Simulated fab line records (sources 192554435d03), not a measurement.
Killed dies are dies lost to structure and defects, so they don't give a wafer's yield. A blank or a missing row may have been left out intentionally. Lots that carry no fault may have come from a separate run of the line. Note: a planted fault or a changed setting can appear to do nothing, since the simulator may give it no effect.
Chamber matching | flow n5 finfet | rie diel-05 running N5_BEOL_M5_ETCH_62: 4 sister chambers
The step etches SOC in N2/H2, target depth 75 nm, overetch 15 nm, time 112.5 s. 16 wafers are shown with their chamber, then 8 later ones without.

WAFERS, EACH WITH ITS CHAMBER
wafer  | chamber | drypump motor current A (A) | showerhead plenum p Torr (Torr) | throttle valve pct (%)
L077.2 | 2       | 5.3                         | 2.65                            | 17.76
L077.5 | 2       | 5.3                         | 2.65                            | 17.77
L077.6 | 1       | 6.4                         | 2.62                            | 17.86
L079.1 | 3       | 6.1                         | 2.44                            | 17.56
L079.2 | 0       | 6.1                         | 2.57                            | 17.89
L079.5 | 0       | 6.1                         | 2.57                            | 17.92
L086.2 | 1       | 6.3                         | 2.62                            | 17.86
L086.4 | 0       | 6.1                         | 2.56                            | 17.93
L086.6 | 2       | 5.3                         | 2.64                            | 17.78
L088.1 | 0       | 6.1                         | 2.56                            | 17.93
L088.2 | 3       | 6.2                         | 2.43                            | 17.58
L088.4 | 2       | 5.3                         | 2.64                            | 17.81
L089.2 | 1       | 6.3                         | 2.61                            | 17.89
L089.3 | 2       | 5.3                         | 2.64                            | 17.81
L089.5 | 2       | 5.3                         | 2.64                            | 17.82
L091.3 | 0       | 6.1                         | 2.55                            | 17.94

SIGNATURES (means of the wafers above)
reading                  | chamber 0 | chamber 1 | chamber 2 | chamber 3 | scatter within a chamber
drypump motor current A  | 6.100     | 6.333     | 5.300     | 6.150     | 0.0312
showerhead plenum p Torr | 2.5620    | 2.6167    | 2.6433    | 2.4350    | 0.00665
throttle valve pct       | 17.9220   | 17.8700   | 17.7917   | 17.5700   | 0.0211
Rule: for each reading, subtract the chamber's mean from the wafer's reading, divide by that reading's scatter and square the result; add these up over the readings and take the root, which gives the wafer's distance from the chamber. If the next closest chamber is less than 2 further off than the closest, the wafer can't be placed; otherwise it belongs to the closest. The scatter: take each reading less its chamber's mean, square it, sum over the shown wafers, divide by the number of wafers less the number of chambers, and take the root.

WAFERS WITH NO CHAMBER GIVEN
wafer  | drypump motor current A (A) | showerhead plenum p Torr (Torr) | throttle valve pct (%)
L091.4 | 5.3                         | 2.64                            | 17.80
L091.6 | 6.3                         | 2.61                            | 17.89
L092.1 | 6.2                         | 2.43                            | 17.59
L092.2 | 5.4                         | 2.64                            | 17.82
L092.5 | 5.3                         | 2.64                            | 17.82
L097.1 | 5.3                         | 2.63                            | 17.84
L097.3 | 6.2                         | 2.42                            | 17.62
L097.5 | 6.3                         | 2.61                            | 17.38

THE CHAMBER EACH PASSED THROUGH
wafer  | from the rows above | in truth
L091.4 | 2                   | 2
L091.6 | 1                   | 1
L092.1 | 3                   | 3
L092.2 | 2                   | 2
L092.5 | 2                   | 2
L097.1 | 2                   | 2
L097.3 | 3                   | 3
L097.5 | 1                   | 1
8 of 8 placed correctly. Left unplaced by these rows: 0. 0 placed wrongly.
